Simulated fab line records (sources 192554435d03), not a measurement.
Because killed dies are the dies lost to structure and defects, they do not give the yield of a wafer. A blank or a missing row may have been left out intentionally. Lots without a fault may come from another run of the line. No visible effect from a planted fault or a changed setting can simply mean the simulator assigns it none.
8D (eight disciplines) problem report, filled in by code + flow n5_finfet + the parts of the form that need people (team, actions taken, sign-off) are left out
Where a reading is given only as a bound, like >300, the bound stands for it, and a mean or a difference that rests on one is marked > or <: the true number lies beyond.

== 1. WHAT IS WRONG ==
raw_defect_count at N5_BEOL_M15_INSPECT_30 reads a mean of >300 on 6 wafers of 2 lots; wafers without a fault read 1.8 with a standard deviation of 1.4. So: +99 or more standard deviations from the usual mean.
The step: inspects for defects (macro).
First seen on wafer L136.1, day 16 13:59, on defect_inspect-01. The record has a number at this step for 30 wafers belonging to 10 lots. The rule behind "out" and "out of limits": a value lying over 4 standard deviations away from the usual mean. The other wafers with a number count as sound.

== 2. WHAT IT IS AND WHAT IT IS NOT ==
| question                    | is                                   | is not                                                                    |
|-----------------------------|--------------------------------------|---------------------------------------------------------------------------|
| which readings at this step | raw_defect_count                     | -                                                                         |
| which lots                  | L135, L136                           | L119, L121, L122, L123, L125, L131, L133, L142                            |
| which wafers of those lots  | all that have a number               | -                                                                         |
| read on which gauges        | defect_inspect-01, defect_inspect-02 | -                                                                         |
| when                        | from day 16 13:59                    | up to then (18 sound wafers); but 6 sound wafers of L133, L142 came after |

== 3. THE SUSPECTS, EACH WITH WHAT RULES IT OUT ==
Counting: a tool at a process step up to the reading stays a suspect if it ran every lot that is out and no sound lot after the first of them.
- the gauge at N5_BEOL_M15_INSPECT_30: ruled out. The wafers that are out were read on 2 gauges (defect_inspect-01, defect_inspect-02).
- rie_diel-01 at N5_BEOL_M15_VIA_ETCH_16 (etches SiO2 in C4F8/O2/Ar, target depth 1792.2 nm): kept. It ran every lot that is out, first L136 (day 16 12:26), and no sound lot after that; its last sound lot up to then is L131 (day 15 14:07).
- rie_diel-04 at N5_BEOL_M15_ETCH_57 (etches SOC in N2/H2, time 750 s): kept. It ran every lot that is out, first L136 (day 16 13:02), and no sound lot after that; its last sound lot up to then is L123 (day 12 18:10).
Remaining after the count are rie_diel-01 at N5_BEOL_M15_VIA_ETCH_16 and rie_diel-04 at N5_BEOL_M15_ETCH_57.

== 4. THE CAUSE (what the simulator had put in) ==
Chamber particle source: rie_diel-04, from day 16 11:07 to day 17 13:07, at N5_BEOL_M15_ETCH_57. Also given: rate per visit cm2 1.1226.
This tool is one of the 2 suspects left after counting.

== 5. THE CHAIN OF EFFECTS, in route order ==
One row per reading whose mean, taken over the struck wafers that have a number, lies over 3 standard deviations from the usual. Only readings whose record carries a usual standard deviation are examined. hours: median over the lots of the time between each lot's start at the first step of this table that gives one and its start at this step. sigmas: the change, counted in usual standard deviations.
| hours | step                    | reading              | usual  | on struck wafers | change | sigmas      |
|-------|-------------------------|----------------------|--------|------------------|--------|-------------|
| 0     | N5_BEOL_M15_INSPECT_30  | raw_defect_count     | 1.8    | >300             | >+298  | +99 or more |
| 21    | N5_PASSIVATION_PROBE_49 | defect_limited_yield | 91.4 % | 85.2             | -6.2   | -4.1        |
| 21    | N5_PASSIVATION_PROBE_49 | killed_at_M4_up      | 14     | 90               | +76    | +14         |
| 21    | N5_PASSIVATION_PROBE_49 | killed_dies          | 102    | 174              | +72    | +4.3        |
| 21    | N5_PASSIVATION_PROBE_49 | killed_on_rim        | 13     | 25               | +12    | +3.2        |
| 21    | N5_PASSIVATION_PROBE_49 | sort_bin_5_function  | 5.1 %  | 8.9              | +3.8   | +4.0        |
| 21    | N5_PASSIVATION_PROBE_49 | sort_n_pass          | 1078   | 1006             | -72    | -4.0        |
| 21    | N5_PASSIVATION_PROBE_49 | sort_yield_pct       | 91.3 % | 85.2             | -6.1   | -4.0        |
The process steps in it:
- N5_PASSIVATION_PROBE_49

== 6. HOW IT WOULD HAVE BEEN CAUGHT EARLIER ==
In this record the first reading out of limits at a measuring or inspecting step was taken at day 16 13:59, 3 hours after the fault began at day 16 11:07.
An alarm limit of 4 standard deviations would not have fired on the tool readings at N5_BEOL_M15_ETCH_57 for which the record gives a usual standard deviation, since none of them was out on any struck wafer.
Among the 2 lots that are out, L135 began N5_BEOL_M15_ETCH_57 on rie_diel-04 after day 16 13:59. Putting the tool on hold at that point would have spared it.
